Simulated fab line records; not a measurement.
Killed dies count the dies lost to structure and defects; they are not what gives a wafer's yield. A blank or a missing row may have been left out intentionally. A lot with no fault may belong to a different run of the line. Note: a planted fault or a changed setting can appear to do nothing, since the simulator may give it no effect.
Lot-split experiment ; flow n5 finfet ; route with 1938 steps; 7 lots, 21 wafers read

== THE SPLIT ITSELF ==
At N5_SDB_ALD_29 (deposits SiNx, target thk 30 nm, pulse time 1 s, ald cycles 600), the setting ald cycles was moved away from the recipe's 600 on 6 of the 21 wafers read, by -15.2% to +14.2%. The other wafers ran this setting at the recipe's value.

The reading is taken at the split's own step.

== THE READING ==
SiNx_of_SDB_ALD_29.thk nm (the simulator's own value, which no gauge read), in nm, at N5_SDB_ALD_29 (deposits SiNx, target thk 30 nm, pulse time 1 s, ald cycles 600). No usual value for it is given in the file. Across the 15 wafers here that went through the recipe, the average is 30.0 nm and the standard deviation 0.1 nm.

wafer;tool, chamber at the split;ald cycles as run;against the recipe;SiNx_of_SDB_ALD_29.thk nm, nm;against lot-mates on the recipe
L078.1;ald sin-04, 3;600;recipe;30;-
L078.2;ald sin-04, 1;685;+14.2%;34.4;+4.4
L078.6;ald sin-04, 3;685;+14.2%;34;+4.0
L079.1;ald sin-04, 1;509;-15.2%;25.4;-4.7
L079.3;ald sin-04, 0;600;recipe;30.2;-
L079.5;ald sin-04, 0;600;recipe;30;-
L080.2;ald sin-01, 0,3;600;recipe;30;-
L080.3;ald sin-01, 0,3;600;recipe;30;-
L080.4;ald sin-01, 2;564;-6.0%;28.2;-1.8
L082.2;ald sin-01, 1;656;+9.3%;32.8;+2.9
L082.5;ald sin-01, 1;600;recipe;29.8;-
L082.6;ald sin-01, 0;600;recipe;30;-
L084.4;ald sin-01, 3,1,0;600;recipe;30;-
L084.5;ald sin-01, 3,1,0;600;recipe;30;-
L084.6;ald sin-01, 3,1,0;600;recipe;30;-
L093.1;ald sin-01, 0;600;recipe;30;-
L093.3;ald sin-01, 3;666;+11.0%;33.4;+3.3
L093.4;ald sin-01, 3;600;recipe;30.2;-
L097.1;ald sin-03, 0,2;600;recipe;30;-
L097.3;ald sin-03, 0,2;600;recipe;30;-
L097.6;ald sin-03, 0;600;recipe;30.2;-
If several chambers appear in one row, that row covers several wafers at once and the file leaves open which wafer was in which chamber.

THE FIT
A straight line over all 21 wafers: SiNx_of_SDB_ALD_29.thk nm changes by +0.3 nm for each +1% of ald cycles; r = +1.00; the points scatter about the line by 0.12 nm.
The same after taking each lot's own level away (the mean of its wafers on the recipe; 21 wafers): +0.302 nm for each +1%; r = +1.00; scatter 0.1 nm.
On that fit, the largest move of ald cycles shifts the reading by 4.6 nm.
Across the lots, their own levels run from 29.90 to 30.10 nm, a range of 2.0 times the standard deviation given above.
The two slopes are in agreement: the lot-to-lot level therefore moves the slope only a little.
Check: -4.53 nm against its lot-mates is what the line predicts for one of the wafers moved furthest among these (-15.2%) when that wafer is left out of the fit. Against them it came out at -4.7 nm.

== OTHER SPLITS APPLIED TO THESE WAFERS ==
Note: prior to the reading, these wafers also went through further splits. Each is held against what the fit with the lots' levels taken away leaves over:
other split on the same wafers;wafers away from the commonest value;r with SiNx_of_SDB_ALD_29.thk nm (lot level and that fit taken away)
N5_ZERO_LAYER_EXPOSE_08 dose mj;9;-0.01
N5_ZERO_LAYER_DEVELOP_10 develop time s;12;-0.07
N5_FIN_SAQP_ETCH_34 source w;7;-0.09
N5_SD_EPI_N_EPI_21 epi growth time s;7;-0.04
N5_SD_EPI_P_COAT_34 spin rpm;9;+0.24

== FILE'S OWN FIT ==
SiNx_of_SDB_ALD_29.thk nm changes by +0.304 nm for each +1% of ald cycles, r = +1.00.
